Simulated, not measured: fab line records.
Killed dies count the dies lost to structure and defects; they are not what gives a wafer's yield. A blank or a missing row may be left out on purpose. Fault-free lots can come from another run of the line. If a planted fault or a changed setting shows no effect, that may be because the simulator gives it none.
fab line records ; flow n5-finfet
[record] lots = 7; wafers = 39
route steps=1938 shown FIN_SAQP@116 DUMMY_GATE@237 MOL_CONTACT_COAG@551
start-h: start of the lot's first displayed wafer, in hours after the record's first day ; wait-h: time in hours since the lot's previous step ; " identical to the entry in the row above ; L1.1+2: several wafers, shown together as one row ; - either no value or no given start ; * or withheld: withheld ; < > ~ a bound
route shown NAME@n: names a module that has steps shown in the file, with the first one's number in the route ; usual: mean and standard deviation over wafers with no fault ; same: alike in all rows ; chamber/n: place in a boat ; sites: readings site by site ; _std_site: how widely they spread, as a standard deviation ; _edge_site: mean of outer sites minus mean of inner sites ; radius-mm: for every site, how far away it sits from the centre of the wafer ; mask NAME#n: copy n ; behind: the tool/chamber that last shaped the wafer ; hold: the reason the lot was held/the length of the hold in hours/how it ended ; device: transistor that didn't switch, given as n, p or np ; end of line: tests run on the same wafers once the route is complete ; where a step has no rows: the recipe by itself ; killed: at the first sort, the dies lost to defects and structure; wafer yield is something else ; map: shows each die of a wafer: x if killed, . if not, _ if none is there
set.NAME: the setting as run; set.NAME@STEP: as run at that earlier step ; model.NAME: the simulator's own value behind a step, which no gauge read
lots whose settings were changed on purpose; a table a step, a row a wafer
[[steps]]
[step N5_FIN_SAQP_ETCH_52]
[recipe] chemistry = N2/H2; target = SOC; target-depth-a = 1000; overetch-a = 200; mask-material = SiARC; temp-c = 40; time-s = 150; ion-energy-ev = 200; pressure-mtorr = 30; source-w = 840; bias-w = 150; n2-flow-sccm = 200; h2-flow-sccm = 200; ends = end-point
[usual] rf-vpp-V = 525.0/1.8
lot.wafer;tool;chamber;start-h;wait-h;set.source-w;rf-vpp-V
L075.1;rie-diel-02;2;27.96;0.0;840;525.2
L075.2;rie-diel-02;1;27.96;0.0;840;527.3
L075.4;rie-diel-02;1;27.96;0.0;840;525.5
L085.1;rie-diel-01;1;91.78;0.0;840;526.0
L085.2;rie-diel-01;2;91.78;0.0;840;527.5
L085.3;rie-diel-01;0;91.78;0.0;969.5;496.4
L085.4;rie-diel-01;3;91.78;0.0;969.5;500.4
L085.5;rie-diel-01;2;91.78;0.0;969.5;501.2
L085.6;rie-diel-01;1;91.78;0.0;840;527.5
L088.1;rie-diel-02;2;107.26;0.0;840;524.4
L088.2;rie-diel-02;0;107.26;0.0;840;524.1
L088.3;rie-diel-02;1;107.26;0.0;840;526.1
L088.4;rie-diel-02;3;107.26;0.0;840;525.5
L088.5;rie-diel-02;3;107.26;0.0;840;526.9
L088.6;rie-diel-02;0;107.26;0.0;840;524.0
L090.1;rie-diel-02;2;119.19;0.0;840;524.6
L090.2;rie-diel-02;0;119.19;0.0;689.3;559.5
L090.3;rie-diel-02;1;119.19;0.0;689.3;561.8
L090.4;rie-diel-02;3;119.19;0.0;689.3;562.1
L090.5;rie-diel-02;0;119.19;0.0;840;524.3
L090.6;rie-diel-02;3;119.19;0.0;840;525.8
L092.1;rie-diel-02;0;132.01;0.0;840;523.8
L092.2;rie-diel-02;1;132.01;0.0;840;524.8
L092.3;rie-diel-02;3;132.01;0.0;840;525.6
L092.4;rie-diel-02;2;132.01;0.0;840;524.5
L092.5;rie-diel-02;2;132.01;0.0;840;525.4
L092.6;rie-diel-02;1;132.01;0.0;840;525.5
L094.1;rie-diel-04;3;142.20;0.0;748.6;542.7
L094.2;rie-diel-04;1;142.20;0.0;748.6;541.6
L094.3;rie-diel-04;2;142.20;0.0;748.6;545.8
L094.4;rie-diel-04;0;142.20;0.0;840;526.7
L094.5;rie-diel-04;0;142.20;0.0;840;526.4
L094.6;rie-diel-04;3;142.20;0.0;840;522.9
L095.1;rie-diel-02;3;147.59;0.0;840;525.8
L095.2;rie-diel-02;0;147.59;0.0;782.2;536.1
L095.3;rie-diel-02;1;147.59;0.0;840;525.4
L095.4;rie-diel-02;2;147.59;0.0;840;524.2
L095.5;rie-diel-02;1;147.59;0.0;782.2;537.9
L095.6;rie-diel-02;0;147.59;0.0;782.2;538.4
[step N5_DUMMY_GATE_ETCH_37]
[recipe] chemistry = N2/H2; target = SOC; target-depth-a = 600; overetch-a = 300; temp-c = 40; ion-energy-ev = 200; pressure-mtorr = 30; source-w = 840; bias-w = 150; n2-flow-sccm = 200; h2-flow-sccm = 200
[usual] rf-vpp-V = 524.2/2.4
lot.wafer;tool;chamber;start-h;wait-h;set.source-w;rf-vpp-V
L075.1;rie-diel-06;2;52.63;0.0;840;522.9
L075.2;rie-diel-06;0;52.63;0.0;840;524.5
L075.4;rie-diel-06;0;52.63;0.0;840;524.0
L085.1;rie-diel-06;2;119.75;0.0;840;522.7
L085.2;rie-diel-06;1;119.75;0.0;717.4;555.2
L085.3;rie-diel-06;3;119.75;0.0;840;526.2
L085.4;rie-diel-06;0;119.75;0.0;717.4;553.4
L085.5;rie-diel-06;1;119.75;0.0;840;527.1
L085.6;rie-diel-06;0;119.75;0.0;717.4;553.2
L088.1;rie-diel-06;1;130.51;0.0;840;526.8
L088.2;rie-diel-06;3;130.51;0.0;840;525.2
L088.3;rie-diel-06;0;130.51;0.0;840;524.3
L088.4;rie-diel-06;2;130.51;0.0;840;524.7
L088.5;rie-diel-06;1;130.51;0.0;840;526.3
L088.6;rie-diel-06;0;130.51;0.0;840;523.6
L090.1;rie-diel-06;1;143.61;0.0;840;525.7
L090.2;rie-diel-06;2;143.61;0.0;965.3;498.1
L090.3;rie-diel-06;0;143.61;0.0;965.3;501.2
L090.4;rie-diel-06;3;143.61;0.0;840;524.7
L090.5;rie-diel-06;3;143.61;0.0;965.3;501.3
L090.6;rie-diel-06;2;143.61;0.0;840;523.8
L092.1;rie-diel-06;1;155.88;0.0;840;527.3
L092.2;rie-diel-06;0;155.88;0.0;840;525.4
L092.3;rie-diel-06;2;155.88;0.0;840;523.7
L092.4;rie-diel-06;3;155.88;0.0;840;525.8
L092.5;rie-diel-06;3;155.88;0.0;840;525.1
L092.6;rie-diel-06;0;155.88;0.0;840;525.1
L094.1;rie-diel-03;1;165.48;0.0;929.2;502.1
L094.2;rie-diel-03;0;165.48;0.0;840;524.1
L094.3;rie-diel-03;3;165.48;0.0;840;523.1
L094.4;rie-diel-03;2;165.48;0.0;929.2;511.0
L094.5;rie-diel-03;1;165.48;0.0;929.2;502.4
L094.6;rie-diel-03;0;165.48;0.0;840;522.6
L095.1;rie-diel-05;2;170.99;0.0;840;524.5
L095.2;rie-diel-05;0;170.99;0.0;840;521.0
L095.3;rie-diel-05;1;170.99;0.0;840;524.3
L095.4;rie-diel-05;3;170.99;0.0;840;528.4
L095.5;rie-diel-05;3;170.99;0.0;840;528.8
L095.6;rie-diel-05;0;170.99;0.0;840;521.2
[step N5_DUMMY_GATE_ETCH_31]
[recipe] chemistry = C4F6/O2; target = SiO2; mask-material = SOC; target-depth-a = 825; time-s = 27.5; ion-energy-ev = 250; pressure-mtorr = 30; source-w = 345; bias-w = 185; Ar_flow_sccm = 300; C4F6_flow_sccm = 10; O2_flow_sccm = 10
lot.wafer;tool;chamber;start-h;wait-h;set.target-depth-a;model.etch.depth-nm
L075.1;rie-diel-05;1;52.91;0.0;825;83.45
L075.2;rie-diel-05;2;52.91;0.0;825;86.32
L075.4;rie-diel-05;0;52.91;0.0;825;85.56
L085.1;rie-diel-06;3;120.03;0.0;917.2;92.48
L085.2;rie-diel-06;1;120.03;0.0;917.2;88.48
L085.3;rie-diel-06;0;120.03;0.0;825;80.7
L085.4;rie-diel-06;2;120.03;0.0;917.2;88.75
L085.5;rie-diel-06;0;120.03;0.0;825;81.21
L085.6;rie-diel-06;3;120.03;0.0;825;83.21
L088.1;rie-diel-03;0;130.79;0.0;918;91.07
L088.2;rie-diel-03;3;130.79;0.0;825;83.2
L088.3;rie-diel-03;1;130.79;0.0;918;93.02
L088.4;rie-diel-03;3;130.79;0.0;825;83.29
L088.5;rie-diel-03;1;130.79;0.0;825;84.28
L088.6;rie-diel-03;0;130.79;0.0;918;92.2
L090.1;rie-diel-03;1;143.88;0.0;790.7;79.77
L090.2;rie-diel-03;3;143.88;0.0;825;82.4
L090.3;rie-diel-03;0;143.88;0.0;790.7;78.43
L090.4;rie-diel-03;0;143.88;0.0;825;81.66
L090.5;rie-diel-03;3;143.88;0.0;825;82.68
L090.6;rie-diel-03;1;143.88;0.0;790.7;80.24
L092.1;rie-diel-05;3;156.20;0.0;825;81.28
L092.2;rie-diel-05;2;156.20;0.0;825;85.93
L092.3;rie-diel-05;0;156.20;0.0;730.3;75.87
L092.4;rie-diel-05;1;156.20;0.0;730.3;73.49
L092.5;rie-diel-05;1;156.20;0.0;825;82.8
L092.6;rie-diel-05;0;156.20;0.0;730.3;75.62
L094.1;rie-diel-05;2;165.76;0.0;889.4;92.94
L094.2;rie-diel-05;1;165.76;0.0;889.4;90.14
L094.3;rie-diel-05;3;165.76;0.0;825;81.67
L094.4;rie-diel-05;0;165.76;0.0;825;84.96
L094.5;rie-diel-05;1;165.76;0.0;825;83.83
L094.6;rie-diel-05;0;165.76;0.0;889.4;91.52
L095.1;rie-diel-06;3;171.44;0.0;825;84.7
L095.2;rie-diel-06;0;171.44;0.0;825;82.42
L095.3;rie-diel-06;1;171.44;0.0;825;80.04
L095.4;rie-diel-06;2;171.44;0.0;825;81.04
L095.5;rie-diel-06;0;171.44;0.0;825;81.94
L095.6;rie-diel-06;1;171.44;0.0;825;80.7
[step N5_MOL_CONTACT_COAG_SPUTTER_130]
[recipe] material = Co; target-thk-a = 475; temp-c = 25; chamber-pressure-pa = 0.5; power-w = 3000
lot.wafer;tool;chamber;start-h;wait-h;set.target-thk-a;model.Co_of_MOL_CONTACT_COAG_SPUTTER_130.thk-nm
L075.1;pvd-sputter-03;-;102.11;0.0;475;47.4
L075.2;pvd-sputter-03;-;102.11;0.0;475;47.2
L075.4;pvd-sputter-03;-;102.11;0.0;475;48
L085.1+6;pvd-sputter-03;-;167.12;0.0;475;48
L085.2;pvd-sputter-03;-;167.12;0.0;475;48.2
L085.3;pvd-sputter-03;-;167.12;0.0;475;47.6
L085.4+5;pvd-sputter-03;-;167.12;0.0;475;47.8
L088.1+6;pvd-sputter-02;-;175.90;0.0;475;46.8
L088.2;pvd-sputter-02;-;175.90;0.0;475;47.4
L088.3;pvd-sputter-02;-;175.90;0.0;475;48.4
L088.4;pvd-sputter-02;-;175.90;0.0;475;47.2
L088.5;pvd-sputter-02;-;175.90;0.0;475;47
L090.1;pvd-sputter-03;-;194.80;0.0;475;47
L090.2;pvd-sputter-03;-;194.80;0.0;475;47.2
L090.3;pvd-sputter-03;-;194.80;0.0;475;46.8
L090.4;pvd-sputter-03;-;194.80;0.0;414.8;41.6
L090.5;pvd-sputter-03;-;194.80;0.0;414.8;40.8
L090.6;pvd-sputter-03;-;194.80;0.0;414.8;40.6
L092.1+6;pvd-sputter-03;-;204.13;0.0;475;47.8
L092.2;pvd-sputter-03;-;204.13;0.0;475;46.8
L092.3+4;pvd-sputter-03;-;204.13;0.0;475;47.2
L092.5;pvd-sputter-03;-;204.13;0.0;475;47.4
L094.1+3;pvd-sputter-01;-;213.65;0.0;518.7;52.8
L094.2+4;pvd-sputter-01;-;213.65;0.0;475;47.6
L094.5;pvd-sputter-01;-;213.65;0.0;518.7;52.4
L094.6;pvd-sputter-01;-;213.65;0.0;475;48.2
L095.1;pvd-sputter-02;-;222.83;0.0;475;46.2
L095.2;pvd-sputter-02;-;222.83;0.0;424.1;41.4
L095.3;pvd-sputter-02;-;222.83;0.0;424.1;41.8
L095.4;pvd-sputter-02;-;222.83;0.0;424.1;40.8
L095.5;pvd-sputter-02;-;222.83;0.0;475;45.8
L095.6;pvd-sputter-02;-;222.83;0.0;475;47
[step N5_MOL_CONTACT_COAG_ETCH_91]
[recipe] chemistry = N2/H2; target = SOC; target-depth-a = 600; overetch-a = 210; mask-material = SiARC; temp-c = 40; time-s = 101.2; ion-energy-ev = 200; pressure-mtorr = 30; source-w = 840; bias-w = 150; n2-flow-sccm = 200; h2-flow-sccm = 200
[usual] rf-vpp-V = 524.2/2
lot.wafer;tool;chamber;start-h;wait-h;set.source-w;rf-vpp-V
L075.1;rie-diel-01;2;106.86;0.0;840;526.3
L075.2;rie-diel-01;0;106.86;0.0;840;521.1
L075.4;rie-diel-01;1;106.86;0.0;840;524.8
L085.1;rie-diel-02;1;171.46;0.0;840;526.3
L085.2;rie-diel-02;2;171.46;0.0;712.5;552.7
L085.3;rie-diel-02;3;171.46;0.0;712.5;555.0
L085.4;rie-diel-02;0;171.46;0.0;712.5;554.4
L085.5;rie-diel-02;3;171.46;0.0;840;525.6
L085.6;rie-diel-02;2;171.46;0.0;840;525.1
L088.1;rie-diel-01;0;181.76;0.0;743.9;541.9
L088.2;rie-diel-01;2;181.76;0.0;840;527.0
L088.3;rie-diel-01;3;181.76;0.0;840;522.9
L088.4;rie-diel-01;1;181.76;0.0;840;525.9
L088.5;rie-diel-01;0;181.76;0.0;743.9;541.0
L088.6;rie-diel-01;3;181.76;0.0;743.9;545.2
L090.1;rie-diel-02;1;199.23;0.0;995.9;496.2
L090.2;rie-diel-02;3;199.23;0.0;995.9;496.7
L090.3;rie-diel-02;2;199.23;0.0;840;523.7
L090.4;rie-diel-02;1;199.23;0.0;840;524.1
L090.5;rie-diel-02;3;199.23;0.0;995.9;496.0
L090.6;rie-diel-02;2;199.23;0.0;840;524.5
L092.1;rie-diel-04;3;208.34;0.0;840;522.9
L092.2;rie-diel-04;2;208.34;0.0;840;526.5
L092.3;rie-diel-04;1;208.34;0.0;840;521.9
L092.4;rie-diel-04;0;208.34;0.0;840;524.4
L092.5;rie-diel-04;3;208.34;0.0;840;521.9
L092.6;rie-diel-04;0;208.34;0.0;840;524.9
L094.1;rie-diel-02;3;218.97;0.0;840;526.5
L094.2;rie-diel-02;2;218.97;0.0;840;525.2
L094.3;rie-diel-02;1;218.97;0.0;914.6;510.0
L094.4;rie-diel-02;0;218.97;0.0;840;522.7
L094.5;rie-diel-02;1;218.97;0.0;914.6;509.6
L094.6;rie-diel-02;2;218.97;0.0;914.6;509.4
L095.1;rie-diel-01;0;227.15;0.0;761.6;536.5
L095.2;rie-diel-01;3;227.15;0.0;840;522.6
L095.3;rie-diel-01;1;227.15;0.0;840;525.9
L095.4;rie-diel-01;2;227.15;0.0;761.6;542.4
L095.5;rie-diel-01;2;227.15;0.0;840;525.4
L095.6;rie-diel-01;1;227.15;0.0;761.6;541.8
[[key]]
[split] step = N5_FIN_SAQP_ETCH_52; setting = source-w; stated = 840; by = wafer
[response] step = N5_FIN_SAQP_ETCH_52; reading = rf-vpp-V; change = -1.87; per = 1%; r = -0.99
[split] step = N5_DUMMY_GATE_ETCH_37; setting = source-w; stated = 840; by = wafer
[response] step = N5_DUMMY_GATE_ETCH_37; reading = rf-vpp-V; change = -1.78; per = 1%; r = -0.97
[split] step = N5_DUMMY_GATE_ETCH_31; setting = target-depth-a; stated = 825; by = wafer
[response] step = N5_DUMMY_GATE_ETCH_31; reading = model.etch.depth-nm; change = +0.774; per = 1%; r = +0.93
[split] step = N5_MOL_CONTACT_COAG_SPUTTER_130; setting = target-thk-a; stated = 475; by = wafer
[response] step = N5_MOL_CONTACT_COAG_SPUTTER_130; reading = model.Co_of_MOL_CONTACT_COAG_SPUTTER_130.thk-nm; change = +0.484; per = 1%; r = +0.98
[split] step = N5_MOL_CONTACT_COAG_ETCH_91; setting = source-w; stated = 840; by = wafer
[response] step = N5_MOL_CONTACT_COAG_ETCH_91; reading = rf-vpp-V; change = -1.64; per = 1%; r = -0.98
